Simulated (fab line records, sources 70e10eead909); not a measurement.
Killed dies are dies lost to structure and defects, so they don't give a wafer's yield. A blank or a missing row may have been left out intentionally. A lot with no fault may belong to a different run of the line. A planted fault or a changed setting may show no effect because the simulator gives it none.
fab line records ; flow nand_harc
record: lots: 24; wafers: 72; last_day: 33
route steps=1302 shown A_ZERO_WELL@405 A_ONON_D1@429 A_CHANNEL_HOLE_D1@470 A_CHANNEL_FILL_D1@492
lots with no fault: from the same line, run without faults
start_h: hours from the record's first day to the start of the lot's first wafer shown ; wait_h: hours since the lot's step before ; " same as the row above ; L1.1+2: a row that stands for several wafers ; - no value, or no start was given ; * or withheld: withheld ; < > ~ a bound
route shown NAME@n: NAME is a module with steps in the file, n the number in the route of the first one ; usual: mean/standard deviation taken from wafers without a fault ; same: alike in all rows ; chamber/n: place in a boat ; sites: each site's reading ; _std_site: their standard deviation ; _edge_site: inner sites' mean taken away from outer sites' mean ; radius_mm: how far each site lies from the wafer's centre ; mask NAME#n: copy n ; behind: tool/chamber where the wafer was last shaped ; hold: why the lot went on hold/how many hours it stayed there/how the hold came to an end ; device: the n, p or np transistor that did not switch ; end of line: tests of these same wafers at the route's end ; a step with no rows: only its recipe ; killed: not the wafer's yield, but the dies lost to structure and defects at the first sort ; map: a wafer's dies, marking killed ones x, the rest . and places with no die _
set.NAME: setting as actually run; set.NAME@STEP: the setting as run at that earlier step ; model.NAME: the simulator's own value behind a step, which no gauge read
route steps across a sampled set of lots; one table per step, one row per wafer
services: a tool's chamber out of use, with start hour (start_h, from the record's first day; less than 0 if before it), hours out, and reason
== steps ==
step: NHARC_A_ZERO_WELL_ETCH_13
recipe: target_depth_a: 1200; time_s: 40.1; hbr_flow_sccm: 150; cl2_flow_sccm: 50; rf_w: 400; icp_w: 400; bias_w: 100; chemistry: HBr/Cl2
usual: drypump_motor_current_A: 5.8/0.48; oes_product_au: 1.001/0.0071; rf_fwd_power_W: 394.5/1.6; throttle_valve_pct: 26.405/0.0088
lot.wafer;tool;chamber;start_h;wait_h;drypump_motor_current_A;oes_product_au;rf_fwd_power_W;rf_hours_counter_h;throttle_valve_pct
L074.3;rie_si-06;1;144.25;-;6.2;0.996;395.3;0.51;26.404
L074.2;rie_si-06;3;144.25;-;5.7;1.008;394.8;0.35;26.387
L074.6;rie_si-06;1;144.25;-;6.2;0.999;395.6;-;26.396
L075.2;rie_si-03;2;151.71;-;6.2;1.002;393.1;0.63;26.402
L075.3;rie_si-03;0;151.71;-;5.7;1.001;395.3;0.67;26.415
L075.5;rie_si-03;3;151.71;-;5.5;0.995;392.8;-;26.402
L076.2;rie_si-02;3;155.52;-;6.0;0.997;394.8;0.26;26.403
L076.4;rie_si-02;2;155.52;-;5.7;0.999;397.4;0.22;26.396
L076.6;rie_si-02;3;155.52;-;6.0;1.005;395.3;-;26.429
L077.2;rie_si-02;2;173.52;-;5.7;1.000;394.5;0.31;26.408
L077.4;rie_si-02;0;173.52;-;5.7;0.994;394.8;0.44;26.405
L077.5;rie_si-02;2;173.52;-;5.7;0.994;395.6;-;26.404
L078.2;rie_si-03;1;188.03;-;5.4;0.997;393.5;0.82;26.421
L078.6;rie_si-03;0;188.03;-;5.7;0.991;393.4;-;26.426
L078.5;rie_si-03;1;188.03;-;5.4;1.010;393.2;-;26.393
L079.3;rie_si-06;3;188.86;-;5.7;0.991;396.2;0.70;26.414
L079.6;rie_si-06;1;188.86;-;6.2;0.993;398.1;-;26.419
L079.5;rie_si-06;2;188.86;-;4.8;1.002;396.6;-;26.414
L080.4;rie_si-03;1;199.66;-;5.4;1.008;394.0;0.92;26.395
L080.1;rie_si-03;3;199.66;-;5.6;1.004;394.8;1.03;26.408
L080.2;rie_si-03;0;199.66;-;5.7;1.011;391.3;0.81;26.409
L081.3;rie_si-02;1;209.67;-;6.1;1.000;395.1;0.42;26.390
L081.2;rie_si-02;2;209.67;-;5.6;0.991;394.2;0.48;26.391
L081.5;rie_si-02;0;209.67;-;5.7;1.001;394.2;-;26.389
L082.2;rie_si-06;2;215.20;-;4.8;1.003;395.6;0.86;26.401
L082.4;rie_si-06;0;215.20;-;6.6;0.997;391.5;0.93;26.411
L082.6;rie_si-06;3;215.20;-;5.7;0.997;392.8;-;26.404
L083.1;rie_si-02;2;234.33;-;5.7;0.997;394.2;0.63;26.412
L083.2;rie_si-02;3;234.33;-;6.0;1.008;394.4;0.72;26.408
L083.6;rie_si-02;0;234.33;-;5.7;1.008;393.6;-;26.407
L084.4;rie_si-06;0;239.13;-;6.6;1.019;394.0;1.03;26.399
L084.6;rie_si-06;2;239.13;-;4.8;0.995;395.2;-;26.405
L084.5;rie_si-06;3;239.13;-;5.7;1.004;395.2;-;26.412
L085.2;rie_si-03;0;249.42;-;5.7;0.998;395.4;0.10;26.393
L085.6;rie_si-03;2;249.42;-;6.2;1.017;392.5;-;26.403
L085.5;rie_si-03;3;249.42;-;5.6;0.997;396.5;-;26.392
L086.2;rie_si-02;3;253.20;-;6.0;1.005;396.0;0.83;26.418
L086.5;rie_si-02;1;253.20;-;6.1;1.008;394.3;-;26.419
L086.6;rie_si-02;2;253.20;-;5.7;1.006;394.1;-;26.390
L087.2;rie_si-03;1;267.70;-;5.4;1.009;395.1;0.30;26.415
L087.6;rie_si-03;0;267.70;-;5.7;0.997;397.2;-;26.400
L087.5;rie_si-03;1;267.70;-;5.4;1.010;394.0;-;26.420
L088.4;rie_si-03;1;284.51;-;5.4;1.008;394.3;0.41;26.412
L088.1;rie_si-03;2;284.51;-;6.2;1.013;393.1;0.45;26.421
L088.6;rie_si-03;1;284.51;-;5.4;1.012;394.4;-;26.400
L089.2;rie_si-03;0;285.84;-;5.7;1.001;393.0;0.43;26.409
L089.1;rie_si-03;1;285.84;-;5.4;1.013;391.6;0.46;26.409
L089.5;rie_si-03;3;285.84;-;5.6;1.002;395.2;-;26.417
L090.4;rie_si-06;1;301.79;-;6.2;0.996;398.3;0.27;26.397
L090.3;rie_si-06;2;301.79;-;4.8;1.011;397.4;0.25;26.396
L090.6;rie_si-06;3;301.79;-;5.7;1.006;394.8;-;26.412
L091.1;rie_si-06;1;307.86;-;6.2;0.993;397.2;0.29;26.410
L091.3;rie_si-06;0;307.86;-;6.6;1.007;392.0;0.32;26.402
L091.6;rie_si-06;1;307.86;-;6.2;0.992;397.7;-;26.398
L092.1;rie_si-03;1;326.36;-;5.4;0.991;395.2;0.68;26.413
L092.6;rie_si-03;3;326.36;-;5.6;0.994;394.8;-;26.414
L092.4;rie_si-03;0;326.36;-;5.7;0.995;392.8;-;26.409
L093.2;rie_si-06;0;331.86;-;6.6;1.008;391.4;0.47;26.411
L093.1;rie_si-06;2;331.86;-;4.8;1.006;397.0;0.45;26.403
L093.6;rie_si-06;1;331.86;-;6.2;1.000;396.5;-;26.405
L094.1;rie_si-06;3;339.01;-;5.7;0.995;393.1;0.52;26.397
L094.2;rie_si-06;2;339.01;-;4.8;0.998;395.8;0.56;26.409
L094.6;rie_si-06;0;339.01;-;6.6;0.999;393.4;-;26.401
L095.4;rie_si-06;2;352.92;-;4.8;1.003;395.9;0.61;26.408
L095.2;rie_si-06;0;352.92;-;6.6;0.996;391.5;0.66;26.416
L095.5;rie_si-06;1;352.92;-;6.2;1.002;395.3;-;26.396
L096.3;rie_si-06;0;361.85;-;6.6;0.999;393.7;0.70;26.402
L096.4;rie_si-06;1;361.85;-;6.2;1.003;396.8;0.74;26.408
L096.2;rie_si-06;2;361.85;-;4.8;1.008;397.1;0.69;26.402
L097.1;rie_si-02;2;372.10;-;5.7;0.995;393.8;0.45;26.411
L097.3;rie_si-02;0;372.10;-;5.7;1.000;394.9;0.44;26.390
L097.6;rie_si-02;3;372.10;-;6.0;0.988;394.6;-;26.421
step: NHARC_A_ONON_D1_THK_MEAS_08
recipe: thk_meas_gauge: ellipsometry
usual: thk_nm: 1002/10
lot.wafer;tool;chamber;start_h;wait_h;thk_nm
L074.2;film_metro-01;-;168.25;-;1015
L074.3;film_metro-01;-;168.25;-;1015
L074.6;film_metro-01;-;168.25;-;1015
L076.2;film_metro-01;-;176.23;-;1011
L076.4;film_metro-01;-;176.23;-;1011
L076.6;film_metro-01;-;176.23;-;1010
L075.2;film_metro-02;-;176.24;-;1005
L075.3;film_metro-02;-;176.24;-;1004
L075.5;film_metro-02;-;176.24;-;1005
L077.2;film_metro-02;-;197.56;-;1001
L077.4;film_metro-02;-;197.56;-;1001
L077.5;film_metro-02;-;197.56;-;1002
L078.2;film_metro-02;-;212.82;-;1002
L078.5;film_metro-02;-;212.82;-;1000
L078.6;film_metro-02;-;212.82;-;1003
L079.3;film_metro-01;-;212.83;-;1001
L079.5;film_metro-01;-;212.83;-;1001
L079.6;film_metro-01;-;212.83;-;1001
L080.1;film_metro-02;-;222.63;-;988
L080.2;film_metro-02;-;222.63;-;987
L080.4;film_metro-02;-;222.63;-;988
L081.2;film_metro-02;-;233.94;-;1000
L081.3;film_metro-02;-;233.94;-;1001
L081.5;film_metro-02;-;233.94;-;998
L082.2;film_metro-01;-;241.66;-;1014
L082.4;film_metro-01;-;241.66;-;1016
L082.6;film_metro-01;-;241.66;-;1013
L083.1;film_metro-02;-;257.25;-;1004
L083.2;film_metro-02;-;257.25;-;1005
L083.6;film_metro-02;-;257.25;-;1001
L084.4;film_metro-01;-;261.62;-;983
L084.5;film_metro-01;-;261.62;-;982
L084.6;film_metro-01;-;261.62;-;981
L085.2;film_metro-02;-;273.77;-;1023
L085.5;film_metro-02;-;273.77;-;1024
L085.6;film_metro-02;-;273.77;-;1024
L086.2;film_metro-02;-;273.90;-;1001
L086.5;film_metro-02;-;273.90;-;999
L086.6;film_metro-02;-;273.90;-;1002
L087.2;film_metro-01;-;289.80;-;1002
L087.5;film_metro-01;-;289.80;-;1003
L087.6;film_metro-01;-;289.80;-;1004
L089.1;film_metro-01;-;307.94;-;1010
L089.2;film_metro-01;-;307.94;-;1007
L089.5;film_metro-01;-;307.94;-;1008
L088.1;film_metro-02;-;307.96;-;990
L088.4;film_metro-02;-;307.96;-;991
L088.6;film_metro-02;-;307.96;-;990
L090.3;film_metro-02;-;324.97;-;1006
L090.4;film_metro-02;-;324.97;-;1007
L090.6;film_metro-02;-;324.97;-;1005
L091.1;film_metro-02;-;333.09;-;1011
L091.3;film_metro-02;-;333.09;-;1011
L091.6;film_metro-02;-;333.09;-;1009
L092.1;film_metro-02;-;351.76;-;999
L092.4;film_metro-02;-;351.76;-;999
L092.6;film_metro-02;-;351.76;-;1000
L093.1;film_metro-01;-;356.72;-;993
L093.2;film_metro-01;-;356.72;-;992
L093.6;film_metro-01;-;356.72;-;994
L094.1;film_metro-01;-;361.45;-;982
L094.2;film_metro-01;-;361.45;-;977
L094.6;film_metro-01;-;361.45;-;982
L095.2;film_metro-01;-;377.40;-;1015
L095.4;film_metro-01;-;377.40;-;1011
L095.5;film_metro-01;-;377.40;-;1013
L096.2;film_metro-01;-;384.49;-;1002
L096.3;film_metro-01;-;384.49;-;1000
L096.4;film_metro-01;-;384.49;-;1000
L097.1;film_metro-01;-;395.95;-;1007
L097.3;film_metro-01;-;395.95;-;1006
L097.6;film_metro-01;-;395.95;-;1007
step: NHARC_A_CHANNEL_HOLE_D1_CD_MEAS_18
usual: cd_nm: 99.9/1.5
lot.wafer;tool;chamber;start_h;wait_h;cd_nm
L074.2;cd_sem-02;-;184.83;-;102.1
L074.3;cd_sem-02;-;184.83;-;102.8
L074.6;cd_sem-02;-;184.83;-;100.0
L075.2;cd_sem-03;-;196.52;-;102.6
L075.3;cd_sem-03;-;196.52;-;102.3
L075.5;cd_sem-03;-;196.52;-;100.0
L076.2;cd_sem-02;-;198.62;-;97.1
L076.4;cd_sem-02;-;198.62;-;98.4
L076.6;cd_sem-02;-;198.62;-;96.8
L077.2;cd_sem-03;-;213.32;-;98.6
L077.4;cd_sem-03;-;213.32;-;99.3
L077.5;cd_sem-03;-;213.32;-;96.8
L079.3;cd_sem-02;-;229.42;-;100.5
L079.5;cd_sem-02;-;229.42;-;100.8
L079.6;cd_sem-02;-;229.42;-;98.7
L078.2;cd_sem-01;-;230.64;-;100.7
L078.5;cd_sem-01;-;230.64;-;98.5
L078.6;cd_sem-01;-;230.64;-;97.9
L080.1;cd_sem-02;-;240.31;-;100.4
L080.2;cd_sem-02;-;240.31;-;101.3
L080.4;cd_sem-02;-;240.31;-;99.3
L081.2;cd_sem-01;-;249.58;-;99.8
L081.3;cd_sem-01;-;249.58;-;99.6
L081.5;cd_sem-01;-;249.58;-;98.6
L082.2;cd_sem-02;-;264.22;-;100.1
L082.4;cd_sem-02;-;264.22;-;99.0
L082.6;cd_sem-02;-;264.22;-;97.7
L083.1;cd_sem-01;-;273.00;-;100.8
L083.2;cd_sem-01;-;273.00;-;100.2
L083.6;cd_sem-01;-;273.00;-;103.3
L084.4;cd_sem-02;-;277.58;-;95.9
L084.5;cd_sem-02;-;277.58;-;99.7
L084.6;cd_sem-02;-;277.58;-;99.7
L085.2;cd_sem-03;-;289.51;-;99.3
L085.5;cd_sem-03;-;289.51;-;98.8
L085.6;cd_sem-03;-;289.51;-;100.9
L086.2;cd_sem-01;-;289.52;-;98.5
L086.5;cd_sem-01;-;289.52;-;98.1
L086.6;cd_sem-01;-;289.52;-;97.9
L087.2;cd_sem-02;-;310.59;-;102.5
L087.5;cd_sem-02;-;310.59;-;101.5
L087.6;cd_sem-02;-;310.59;-;101.0
L088.1;cd_sem-02;-;327.30;-;101.1
L088.4;cd_sem-02;-;327.30;-;99.5
L088.6;cd_sem-02;-;327.30;-;100.5
L089.1;cd_sem-02;-;327.58;-;99.3
L089.2;cd_sem-02;-;327.58;-;99.7
L089.5;cd_sem-02;-;327.58;-;99.2
L090.3;cd_sem-03;-;342.37;-;98.6
L090.4;cd_sem-03;-;342.37;-;98.0
L090.6;cd_sem-03;-;342.37;-;97.8
L091.1;cd_sem-01;-;353.58;-;102.0
L091.3;cd_sem-01;-;353.58;-;100.3
L091.6;cd_sem-01;-;353.58;-;97.6
L093.1;cd_sem-01;-;371.36;-;100.4
L093.2;cd_sem-01;-;371.36;-;99.5
L093.6;cd_sem-01;-;371.36;-;100.7
L092.1;cd_sem-02;-;371.81;-;100.4
L092.4;cd_sem-02;-;371.81;-;100.9
L092.6;cd_sem-02;-;371.81;-;100.3
L094.1;cd_sem-01;-;382.21;-;98.7
L094.2;cd_sem-01;-;382.21;-;100.7
L094.6;cd_sem-01;-;382.21;-;101.1
L095.2;cd_sem-02;-;394.82;-;100.0
L095.4;cd_sem-02;-;394.82;-;102.2
L095.5;cd_sem-02;-;394.82;-;103.5
L096.2;cd_sem-02;-;402.59;-;100.5
L096.3;cd_sem-02;-;402.59;-;101.8
L096.4;cd_sem-02;-;402.59;-;99.6
L097.1;cd_sem-03;-;411.93;-;99.4
L097.3;cd_sem-03;-;411.93;-;100.0
L097.6;cd_sem-03;-;411.93;-;99.3
step: NHARC_A_CHANNEL_HOLE_D1_XSEM_31
recipe: landing_energy_ev: 35000
usual: bot_cd_nm: 74.5/0.91; bow_nm: 8.67/0.28; tilt_deg: 0.07/0.047
same: landing_energy_ev: 35000
lot.wafer;tool;chamber;start_h;wait_h;bot_cd_nm;bow_nm;tilt_deg
L074.2;xsem-01;0;192.79;0.1;74.5;8.95;0.09
L074.3;xsem-01;0;192.79;0.1;73.5;8.89;0.09
L074.6;xsem-01;0;192.79;0.1;75.7;8.99;0.09
L075.2;xsem-01;0;202.22;0.1;74.2;8.26;0.02
L075.3;xsem-01;0;202.22;0.1;74.7;8.21;0.02
L075.5;xsem-01;0;202.22;0.1;76.9;8.25;0.02
L076.2;xsem-02;0;204.34;0.1;73.7;8.68;-0.03
L076.4;xsem-02;0;204.34;0.1;74.2;8.59;-0.03
L076.6;xsem-02;0;204.34;0.1;73.2;8.52;-0.03
L077.2;xsem-01;0;218.99;0.1;74.6;8.56;0.04
L077.4;xsem-01;0;218.99;0.1;73.9;8.46;0.04
L077.5;xsem-01;0;218.99;0.1;74.2;8.47;0.04
L079.3;xsem-02;0;238.41;0.1;76.1;8.59;0.09
L079.5;xsem-02;0;238.41;0.1;76.2;8.60;0.09
L079.6;xsem-02;0;238.41;0.1;75.9;8.60;0.09
L078.2;xsem-01;0;238.61;0.1;73.2;8.68;0.13
L078.5;xsem-01;0;238.61;0.1;75.4;8.74;0.13
L078.6;xsem-01;0;238.61;0.1;74.7;8.68;0.12
L080.1;xsem-02;0;248.89;0.1;73.1;8.85;0.08
L080.2;xsem-02;0;248.89;0.1;73.8;8.96;0.08
L080.4;xsem-02;0;248.89;0.1;74.0;8.90;0.08
L081.2;xsem-01;0;255.23;0.1;75.5;9.06;0.08
L081.3;xsem-01;0;255.23;0.1;74.7;9.05;0.08
L081.5;xsem-01;0;255.23;0.1;74.1;9.08;0.08
L082.2;xsem-01;0;269.92;0.1;75.1;8.56;0.07
L082.4;xsem-01;0;269.92;0.1;74.9;8.62;0.06
L082.6;xsem-01;0;269.92;0.1;73.9;8.61;0.07
L083.1;xsem-02;0;278.84;0.1;73.6;8.23;0.04
L083.2;xsem-02;0;278.84;0.1;75.0;8.22;0.04
L083.6;xsem-02;0;278.84;0.1;73.6;8.21;0.04
L084.4;xsem-01;0;288.25;0.1;73.8;8.90;0.10
L084.5;xsem-01;0;288.25;0.1;73.2;9.01;0.10
L084.6;xsem-01;0;288.25;0.1;72.9;8.96;0.09
L086.2;xsem-01;0;296.50;0.1;75.7;8.72;0.08
L086.5;xsem-01;0;296.50;0.1;75.3;8.62;0.08
L086.6;xsem-01;0;296.50;0.1;76.2;8.64;0.08
L085.2;xsem-02;0;299.53;0.1;75.1;8.53;0.09
L085.5;xsem-02;0;299.53;0.1;73.9;8.48;0.09
L085.6;xsem-02;0;299.53;0.1;76.3;8.54;0.08
L087.2;xsem-02;0;318.69;0.1;74.7;8.20;0.03
L087.5;xsem-02;0;318.69;0.1;74.7;8.15;0.03
L087.6;xsem-02;0;318.69;0.1;73.7;8.17;0.03
L088.1;xsem-02;0;333.01;0.1;74.1;8.87;0.01
L088.4;xsem-02;0;333.01;0.1;74.5;8.93;0.01
L088.6;xsem-02;0;333.01;0.1;74.9;8.97;0.01
L089.1;xsem-01;0;334.24;0.1;74.5;8.74;0.07
L089.2;xsem-01;0;334.24;0.1;73.9;8.72;0.07
L089.5;xsem-01;0;334.24;0.1;75.5;8.85;0.07
L090.3;xsem-02;0;350.19;0.1;74.1;8.45;0.06
L090.4;xsem-02;0;350.19;0.1;74.7;8.51;0.07
L090.6;xsem-02;0;350.19;0.1;74.7;8.54;0.06
L091.1;xsem-02;0;359.24;0.1;73.5;8.44;0.08
L091.3;xsem-02;0;359.24;0.1;72.3;8.46;0.08
L091.6;xsem-02;0;359.24;0.1;74.1;8.42;0.08
L093.1;xsem-02;0;377.05;0.1;76.4;8.88;0.08
L093.2;xsem-02;0;377.05;0.1;74.8;8.89;0.08
L093.6;xsem-02;0;377.05;0.1;75.5;8.94;0.08
L092.1;xsem-02;0;377.70;0.1;73.6;8.55;0.04
L092.4;xsem-02;0;377.70;0.1;73.8;8.51;0.04
L092.6;xsem-02;0;377.70;0.1;73.9;8.53;0.04
L094.1;xsem-01;0;391.89;0.1;74.2;8.63;0.01
L094.2;xsem-01;0;391.89;0.1;73.3;8.57;0.01
L094.6;xsem-01;0;391.89;0.1;74.6;8.63;0.01
L095.2;xsem-02;0;404.02;0.1;74.9;8.58;0.08
L095.4;xsem-02;0;404.02;0.1;74.9;8.54;0.08
L095.5;xsem-02;0;404.02;0.1;75.1;8.57;0.08
L096.2;xsem-01;0;412.72;0.1;74.8;9.46;0.05
L096.3;xsem-01;0;412.72;0.1;75.3;9.43;0.05
L096.4;xsem-01;0;412.72;0.1;74.0;9.34;0.05
L097.1;xsem-02;0;418.06;0.1;74.5;8.56;0.22
L097.3;xsem-02;0;418.06;0.1;74.7;8.66;0.22
L097.6;xsem-02;0;418.06;0.1;75.1;8.62;0.22
step: NHARC_A_CHANNEL_FILL_D1_ALD_02
recipe: target_thk_a: 60; pulse_time_s: 10; ald_cycles: 60; temp_c: 300; material: SiO2
usual: heater_power_outer_w: 266/33; heater_power_w: 463/49; precursor_pulse_height_rel: 1.001/0.02
lot.wafer;tool;chamber;start_h;wait_h;heater_power_outer_w;heater_power_w;precursor_pulse_height_rel
L074.3;ald_hk-03;2;193.07;-;248;431;0.982
L074.2;ald_hk-03;1;193.07;-;259;441;1.018
L074.6;ald_hk-03;3;193.07;-;258;466;1.001
L075.3;ald_hk-04;0;202.59;-;254;444;0.990
L075.2;ald_hk-04;1;202.59;-;232;423;0.990
L075.5;ald_hk-04;0;202.59;-;253;445;1.024
L076.4;ald_hk-02;2;204.69;-;324;541;1.010
L076.2;ald_hk-02;3;204.69;-;329;560;0.999
L076.6;ald_hk-02;1;204.69;-;254;458;1.035
L077.2;ald_hk-04;3;219.28;-;295;554;0.968
L077.4;ald_hk-04;0;219.28;-;247;446;1.005
L077.5;ald_hk-04;0;219.28;-;254;428;0.982
L079.3;ald_hk-04;2;238.77;-;245;393;1.002
L079.6;ald_hk-04;1;238.77;-;231;417;1.005
L079.5;ald_hk-04;2;238.77;-;242;398;0.996
L078.2;ald_hk-03;3;238.90;-;260;454;1.000
L078.6;ald_hk-03;3;238.90;-;260;466;1.019
L078.5;ald_hk-03;0;238.90;-;232;436;1.004
L080.4;ald_hk-04;3;250.79;-;300;531;0.965
L080.1;ald_hk-04;1;250.79;-;232;420;1.030
L080.2;ald_hk-04;2;250.79;-;254;407;0.963
L081.2;ald_hk-03;2;255.66;-;255;464;1.019
L081.3;ald_hk-03;3;255.66;-;262;461;1.036
L081.5;ald_hk-03;0;255.66;-;229;430;0.999
L082.2;ald_hk-02;0;270.28;-;280;473;0.996
L082.4;ald_hk-02;1;270.28;-;259;458;1.040
L082.6;ald_hk-02;3;270.28;-;351;567;1.046
L083.2;ald_hk-04;1;279.29;-;225;405;0.989
L083.1;ald_hk-04;0;279.29;-;235;412;0.940
L083.6;ald_hk-04;2;279.29;-;251;388;0.986
L084.4;ald_hk-04;0;288.55;-;236;408;1.002
L084.5;ald_hk-04;0;288.55;-;228;407;0.986
L084.6;ald_hk-04;1;288.55;-;225;412;0.979
L086.2;ald_hk-04;2;297.01;-;252;403;1.011
L086.5;ald_hk-04;3;297.01;-;262;495;0.981
L086.6;ald_hk-04;0;297.01;-;238;412;1.002
L085.2;ald_hk-02;2;299.81;-;339;540;0.997
L085.6;ald_hk-02;2;299.81;-;335;534;0.974
L085.5;ald_hk-02;3;299.81;-;339;564;1.008
L087.2;ald_hk-02;3;319.66;-;350;579;1.008
L087.5;ald_hk-02;0;319.66;-;276;475;1.021
L087.6;ald_hk-02;1;319.66;-;252;469;1.015
L088.4;ald_hk-02;3;333.30;-;339;560;1.031
L088.1;ald_hk-02;1;333.30;-;264;470;1.020
L088.6;ald_hk-02;0;333.30;-;281;481;1.015
L089.2;ald_hk-04;2;334.62;-;238;399;1.017
L089.1;ald_hk-04;0;334.62;-;241;408;0.967
L089.5;ald_hk-04;2;334.62;-;242;392;1.000
L090.3;ald_hk-04;3;350.55;-;257;491;1.015
L090.4;ald_hk-04;1;350.55;-;226;411;1.039
L090.6;ald_hk-04;2;350.55;-;256;406;0.992
L091.1;ald_hk-03;3;359.53;-;254;456;1.003
L091.3;ald_hk-03;2;359.53;-;257;482;1.026
L091.6;ald_hk-03;3;359.53;-;266;463;0.995
L093.2;ald_hk-03;2;377.42;-;259;463;0.967
L093.1;ald_hk-03;0;377.42;-;239;436;0.992
L093.6;ald_hk-03;1;377.42;-;257;444;1.009
L092.1;ald_hk-02;3;377.99;-;344;539;0.988
L092.4;ald_hk-02;0;377.99;-;289;501;0.964
L092.6;ald_hk-02;0;377.99;-;285;502;0.978
L094.2;ald_hk-03;1;392.18;-;261;435;1.013
L094.1;ald_hk-03;2;392.18;-;266;472;1.004
L094.6;ald_hk-03;2;392.18;-;261;477;0.968
L095.2;ald_hk-02;2;404.38;-;294;472;0.966
L095.4;ald_hk-02;0;404.38;-;279;505;1.012
L095.5;ald_hk-02;1;404.38;-;258;490;1.025
L096.3;ald_hk-03;3;413.10;-;266;472;1.001
L096.2;ald_hk-03;0;413.10;-;234;423;0.990
L096.4;ald_hk-03;1;413.10;-;250;426;1.031
L097.1;ald_hk-04;3;418.43;-;258;500;0.989
L097.3;ald_hk-04;1;418.43;-;231;416;0.984
L097.6;ald_hk-04;3;418.43;-;259;496;0.992
step: NHARC_A_CHANNEL_FILL_D1_THK_MEAS_06
recipe: thk_meas_gauge: ellipsometry
usual: thk_nm: 5.0/0.99
lot.wafer;tool;chamber;start_h;wait_h;thk_nm
L074.2;film_metro-01;-;232.20;0.4;4.6
L074.3;film_metro-01;-;232.20;0.4;5.6
L074.6;film_metro-01;-;232.20;0.4;3.4
L075.2;film_metro-02;-;240.76;0.4;3.8
L075.3;film_metro-02;-;240.76;0.4;4.4
L075.5;film_metro-02;-;240.76;0.4;5.3
L076.2;film_metro-01;-;240.76;0.4;6.1
L076.4;film_metro-01;-;240.76;0.4;4.5
L076.6;film_metro-01;-;240.76;0.4;4.3
L077.2;film_metro-01;-;256.43;0.4;3.9
L077.4;film_metro-01;-;256.43;0.4;3.8
L077.5;film_metro-01;-;256.43;0.4;2.3
L078.2;film_metro-01;-;275.16;0.4;4.2
L078.5;film_metro-01;-;275.16;0.4;5.7
L078.6;film_metro-01;-;275.16;0.4;4.9
L079.3;film_metro-02;-;275.16;0.4;5.4
L079.5;film_metro-02;-;275.16;0.4;5.1
L079.6;film_metro-02;-;275.16;0.4;5.8
L080.1;film_metro-01;-;287.85;0.4;4.8
L080.2;film_metro-01;-;287.85;0.4;4.0
L080.4;film_metro-01;-;287.85;0.4;4.7
L081.2;film_metro-01;-;295.18;0.4;5.8
L081.3;film_metro-01;-;295.18;0.4;6.5
L081.5;film_metro-01;-;295.18;0.4;6.5
L082.2;film_metro-01;-;309.60;0.4;3.0
L082.4;film_metro-01;-;309.60;0.4;5.6
L082.6;film_metro-01;-;309.60;0.4;4.8
L083.1;film_metro-02;-;315.71;0.4;4.6
L083.2;film_metro-02;-;315.71;0.4;6.5
L083.6;film_metro-02;-;315.71;0.4;4.7
L084.4;film_metro-01;-;325.23;0.4;5.3
L084.5;film_metro-01;-;325.23;0.4;3.9
L084.6;film_metro-01;-;325.23;0.4;5.3
L085.2;film_metro-01;-;335.58;0.4;6.6
L085.5;film_metro-01;-;335.58;0.4;4.7
L085.6;film_metro-01;-;335.58;0.4;6.7
L086.2;film_metro-02;-;335.58;0.4;4.4
L086.5;film_metro-02;-;335.58;0.4;5.5
L086.6;film_metro-02;-;335.58;0.4;4.1
L087.2;film_metro-02;-;356.57;0.4;6.4
L087.5;film_metro-02;-;356.57;0.4;5.6
L087.6;film_metro-02;-;356.57;0.4;5.2
L088.1;film_metro-02;-;370.36;0.4;5.1
L088.4;film_metro-02;-;370.36;0.4;5.3
L088.6;film_metro-02;-;370.36;0.4;4.0
L089.1;film_metro-02;-;370.37;0.4;5.5
L089.2;film_metro-02;-;370.37;0.4;6.5
L089.5;film_metro-02;-;370.37;0.4;3.7
L090.3;film_metro-01;-;387.76;0.4;4.7
L090.4;film_metro-01;-;387.76;0.4;4.4
L090.6;film_metro-01;-;387.76;0.4;5.1
L091.1;film_metro-02;-;401.11;0.4;4.0
L091.3;film_metro-02;-;401.11;0.4;4.8
L091.6;film_metro-02;-;401.11;0.4;5.9
L092.1;film_metro-02;-;415.86;0.4;4.3
L092.4;film_metro-02;-;415.86;0.4;6.1
L092.6;film_metro-02;-;415.86;0.4;4.4
L093.1;film_metro-01;-;415.86;0.4;6.2
L093.2;film_metro-01;-;415.86;0.4;3.7
L093.6;film_metro-01;-;415.86;0.4;5.9
L094.1;film_metro-01;-;428.33;0.4;4.7
L094.2;film_metro-01;-;428.33;0.4;6.4
L094.6;film_metro-01;-;428.33;0.4;4.5
L095.2;film_metro-02;-;441.89;0.4;3.9
L095.4;film_metro-02;-;441.89;0.4;4.4
L095.5;film_metro-02;-;441.89;0.4;5.3
L096.2;film_metro-02;-;448.82;0.4;4.1
L096.3;film_metro-02;-;448.82;0.4;4.9
L096.4;film_metro-02;-;448.82;0.4;3.9
L097.1;film_metro-02;-;457.61;0.4;5.5
L097.3;film_metro-02;-;457.61;0.4;6.5
L097.6;film_metro-02;-;457.61;0.4;5.7
== services ==
tool;chamber;start_h;hours;kind
rie_si-02;-;126.66;0.2;repair
rie_si-02;1;128.60;15.7;repair
rie_si-02;-;139.47;1.5;repair
rie_si-03;0;152.85;23.2;repair
ald_hk-02;-;172.85;10.0;pm
ald_hk-03;-;186.23;1.2;repair
ald_hk-03;-;216.73;10.0;pm
rie_si-03;-;221.00;9.0;pm
rie_si-06;-;249.00;9.0;pm
ald_hk-04;-;254.00;10.0;pm
rie_si-02;1;261.98;5.7;repair
ald_hk-03;-;272.03;56.7;repair
rie_si-02;-;277.00;9.0;pm
rie_si-03;2;316.76;12.2;repair
rie_si-03;3;339.32;145.2;repair
ald_hk-02;-;350.85;10.0;pm
rie_si-06;2;366.39;16.3;repair
rie_si-02;1;367.97;6.1;repair
rie_si-06;1;370.06;1.7;repair
xsem-01;-;374.00;14.0;pm
ald_hk-03;-;394.73;10.0;pm
rie_si-03;-;398.00;9.0;pm
xsem-02;-;402.65;1.1;repair
rie_si-02;1;405.09;3.3;repair
== key ==
fault none
